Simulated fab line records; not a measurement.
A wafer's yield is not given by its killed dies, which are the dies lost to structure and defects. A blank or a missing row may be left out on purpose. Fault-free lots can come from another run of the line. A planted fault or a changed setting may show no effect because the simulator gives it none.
Which of the tools did it? :: flow n5-finfet :: 28 wafers from 11 lots sampled at 2 of the route's 1938 steps

== WHAT THE GAUGES SHOWED, per wafer ==
N5_SD_EPI_N_INSPECT_11: inspects for defects (macro). Usual: raw-defect-count at 2.1, with a standard deviation of 1.3.
lot: L320
measured: day 3 06:47
on: defect-inspect-02
raw-defect-count: 2 1 3
flag: 

lot: L322
measured: day 3 19:39
on: defect-inspect-02
raw-defect-count: 2 3
flag: 

lot: L332
measured: day 6 07:11
on: defect-inspect-02
raw-defect-count: 1 2
flag: 

lot: L333
measured: day 6 11:01
on: defect-inspect-01
raw-defect-count: 3 1
flag: 

lot: L335
measured: day 7 02:17
on: defect-inspect-01
raw-defect-count: 2 2 2
flag: 

lot: L336
measured: day 7 05:41
on: defect-inspect-01
raw-defect-count: 2 6
flag: 

lot: L337
measured: day 7 11:55
on: defect-inspect-02
raw-defect-count: 2 3
flag: 

lot: L338
measured: day 7 16:49
on: defect-inspect-01
raw-defect-count: 2 1 1
flag: 

lot: L340
measured: day 8 08:22
on: defect-inspect-02
raw-defect-count: 0 2 3
flag: 

lot: L341
measured: day 8 12:39
on: defect-inspect-01
raw-defect-count: 1 2 3
flag: 

lot: L342
measured: day 8 23:25
on: defect-inspect-02
raw-defect-count: 3 0 2
flag: 

== WHAT TOOL EACH LOT RAN ON (gives the tool, then ch and the chambers of the sampled wafers, and finally the start) ==
lot: L320
N5_SPACER0_ALD_07: ald-sin-02 ch 1,2, day 3 05:45

lot: L322
N5_SPACER0_ALD_07: ald-sin-04 ch 2, day 3 18:38

lot: L332
N5_SPACER0_ALD_07: ald-sin-02 ch 1,2, day 6 06:14

lot: L333
N5_SPACER0_ALD_07: ald-sin-04 ch 0,1, day 6 10:07

lot: L335
N5_SPACER0_ALD_07: ald-sin-02 ch 0,1,3, day 7 01:16

lot: L336
N5_SPACER0_ALD_07: ald-sin-01 ch 2, day 7 04:47

lot: L337
N5_SPACER0_ALD_07: ald-sin-04 ch 2,3, day 7 11:02

lot: L338
N5_SPACER0_ALD_07: ald-sin-01 ch 0,1,2, day 7 15:55

lot: L340
N5_SPACER0_ALD_07: ald-sin-04 ch 0,3, day 8 07:21

lot: L341
N5_SPACER0_ALD_07: ald-sin-02 ch 0,1,2, day 8 11:38

lot: L342
N5_SPACER0_ALD_07: ald-sin-02 ch 1,2,3, day 8 22:31
- N5_SPACER0_ALD_07: deposits SiNx, target thk 2 nm.

== AS READ BY THE TOOLS THEMSELVES (means over the sampled wafers that have a number; for cases with no such wafer, the mark the record gives instead) ==
N5_SPACER0_ALD_07. Usual: heater-power-w at 824 W, with a standard deviation of 54.
lot: L320
tool: ald-sin-02
heater-power-w (W): 815
flag: 

lot: L322
tool: ald-sin-04
heater-power-w (W): 756
flag: 

lot: L332
tool: ald-sin-02
heater-power-w (W): 839
flag: 

lot: L333
tool: ald-sin-04
heater-power-w (W): 796
flag: 

lot: L335
tool: ald-sin-02
heater-power-w (W): 833
flag: 

lot: L336
tool: ald-sin-01
heater-power-w (W): 814
flag: 

lot: L337
tool: ald-sin-04
heater-power-w (W): 828
flag: 

lot: L338
tool: ald-sin-01
heater-power-w (W): 791
flag: 

lot: L340
tool: ald-sin-04
heater-power-w (W): 822
flag: 

lot: L341
tool: ald-sin-02
heater-power-w (W): 830
flag: 

lot: L342
tool: ald-sin-02
heater-power-w (W): 821
flag: 

== THE ANSWER, worked out from the rows above alone ==
Rule: lot off if the mean of its wafers having a number is beyond 3 standard deviations from the usual mean. Also off: a lot with no number at a reading for which 4 or more lots have one. The other lots that the step has rows for count as sound. First the gauges in route order, then the tools' own readings, where a lot's mean is used as printed above. At the first step where some lot is off, the reading lying furthest off is the one used; lots without a number count as furthest.
No lot is off on any of the readings shown, so nothing can be concluded from this.

== WHAT THE SIMULATOR PUT IN ==
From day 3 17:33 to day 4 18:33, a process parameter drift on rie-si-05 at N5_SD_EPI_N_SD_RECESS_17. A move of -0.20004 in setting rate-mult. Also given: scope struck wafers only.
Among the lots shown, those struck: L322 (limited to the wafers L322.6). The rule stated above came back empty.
